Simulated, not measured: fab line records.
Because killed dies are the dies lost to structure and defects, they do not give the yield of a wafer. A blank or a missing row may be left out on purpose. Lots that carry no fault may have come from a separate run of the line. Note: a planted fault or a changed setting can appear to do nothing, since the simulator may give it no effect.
Chamber matching -- flow nand-harc -- NHARC_P_CONTACT_CMP_01 on cmp-01 has 4 sister chambers
The step polishes SiO2, target thk 200 nm. 8 wafers are shown with their chamber, then 9 later ones without.

== EACH WAFER AND ITS CHAMBER ==
wafer,chamber,motor-current-A (A),retaining-ring-pressure-frac
L078.5,1,11.3,1.001
L083.5,3,15.5,0.997
L082.1,0,11.6,1.010
L082.4,3,15.6,0.995
L082.5,2,12.3,0.996
L088.1,1,10.8,1.003
L088.4,2,11.9,1.003
L088.6,0,12.1,0.999

== WAFERS WITHOUT THEIR CHAMBER ==
wafer,motor-current-A (A),retaining-ring-pressure-frac
L090.1,12.1,1.006
L090.3,14.8,1.001
L090.6,11.8,1.001
L092.2,12.2,1.003
L092.3,14.7,0.999
L092.4,10.5,1.004
L096.2,12.1,1.004
L096.4,14.8,0.997
L096.6,11.9,0.996

== THE CHAMBER EACH PASSED THROUGH ==
wafer,from the rows above,in truth
L090.1,can't be placed: 0 or 2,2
L090.3,3,3
L090.6,can't be placed: 0 or 2 or 1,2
L092.2,can't be placed: 2 or 0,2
L092.3,3,3
L092.4,1,1
L096.2,can't be placed: 0 or 2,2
L096.4,3,3
L096.6,can't be placed: 2 or 0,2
Placed correctly: 4 of 9. These rows do not allow placing 5 (true chamber among the candidates in 5). Wrongly placed: 0.
How it was worked out, from the rows above alone: a wafer's distance from a chamber is the root of the sum, over the readings, of the square of ((its reading less the chamber's mean) divided by the reading's scatter). The wafer belongs to the nearest chamber; if the next one is less than 2 further off, it can't be placed. A chamber's mean is the mean of its shown wafers. The scatter is the square root of a quotient: the sum, over the shown wafers, of each reading's squared deviation from its chamber's mean, divided by wafers minus chambers.
